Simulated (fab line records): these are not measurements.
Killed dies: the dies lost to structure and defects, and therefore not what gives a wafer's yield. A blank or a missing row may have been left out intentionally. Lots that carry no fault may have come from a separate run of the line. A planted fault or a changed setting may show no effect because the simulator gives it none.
A struck lot beside a sound one / flow n5Finfet / 15 out of 1938 route steps
Sound: wafers L294.2, L294.3, L294.5. Struck: wafers L301.1, L301.3, L301.4. Last of all comes the cause.
Order at every step that has rows: each side's tool, ch and its chambers, its first start. Under that, the readings that differ: sound wafers / struck wafers / difference of the means / sigmas: that difference in standard deviations of wafers without a fault.
alike: readings with means less than 2 such deviations apart, plus words and numbers identical on both sides. not compared: withheld readings, readings lacking a value on some wafer, bounds such as >300 that could conceal the same value, and numbers that have no deviation in the record and whose values overlap.
The two part at a step that has a row with sigmas, a row that says differs or no value, or rows on one side only. When numbers do not overlap yet have no deviation, they are printed without sigmas and do not part them. A reading missing from all wafers of one side parts the sides only when that side holds two or more wafers.

first, 8 steps without rows for these wafers: N5_WELL_APT_HMDS_01 (time 60 s); N5_WELL_APT_COAT_02 (resist thk 950 nm); N5_WELL_APT_EBR_04; N5_WELL_APT_SOFTBAKE_03 (time 60 s); N5_WELL_APT_EXPOSE_05 (exposes mask NWELL, defocus 0 nm, target cd 200 nm); N5_WELL_APT_PEB_06 (peb time 90 s); N5_WELL_APT_DEVELOP_07 (develop time 45 s); N5_WELL_APT_HARDBAKE_12 (time 120 s).
N5_WELL_APT_CD_MEAS_08: target cd 200 nm.
  sound on cdSem-02 ch 0, day 2 01:53; struck on cdSem-02 ch 0, day 3 20:59
  alike: cdNm
N5_WELL_APT_OVL_MEAS_09:
  sound on overlay-02 ch 0, day 2 01:56; struck on overlay-02 ch 0, day 3 21:01
  alike: NWELL_OVL
N5_WELL_APT_INSPECT_10: inspects for defects (macro).
  sound on defectInspect-01, day 2 01:57; struck on defectInspect-02, day 3 21:02
  alike: rawDefectCount
N5_WELL_APT_DESCUM_13: chemistry O2, time 7.9 s.
  sound on rieDiel-02 ch 0,1,3, day 2 01:59; struck on rieDiel-02 ch 0,1,3, day 3 21:04
  alike: biasPowerW, drypumpMotorCurrentA, oesProductAu, rfVppV, showerheadPlenumPTorr, throttleValvePct
  not compared: rfHoursCounterH
N5_WELL_APT_IMPLANT_14:
  sound on implanter-02 ch 0, day 2 02:07; struck on implanter-02 ch 0, day 3 21:10
reading=doseIonsCm2; sound=1.5015e+13 1.5027e+13 1.4996e+13; struck=1.6548e+13 1.6555e+13 1.6557e+13; difference=+1.5407e+12; sigmas=+99 or more
reading=faradayCurrentUA; sound=195 182 189; struck=216 210 211; difference=+24; sigmas=+7
  alike: tiltDeg
then, 1 step without rows for these wafers: N5_WELL_APT_IMPLANT_15.
-- the record jumps here: 10 days lie between the struck wafers' starts before and after (it left off in module WELL_APT and takes up again in module PASSIVATION, whose first step shown is number 1936 of the route) --
N5_PASSIVATION_PROBE_49:
  sound on prober-01, day 12 22:07; struck on prober-02, day 14 05:26
  alike: killed_at_M0_to_M3, killed_at_M4_up, killedAtContacts, killedAtFrontEnd, killedAtOther, killedDies, killedOpen, killedShort

## WHERE THEY PART
At N5_WELL_APT_IMPLANT_14 and nowhere else, as far as this record goes. Later steps at which nothing parts them and some readings are alike: N5_PASSIVATION_PROBE_49.

WHY: what the simulator had put in
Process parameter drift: implanter-02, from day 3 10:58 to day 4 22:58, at N5_WELL_APT_IMPLANT_14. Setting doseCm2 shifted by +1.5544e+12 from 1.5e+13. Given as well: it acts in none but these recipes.
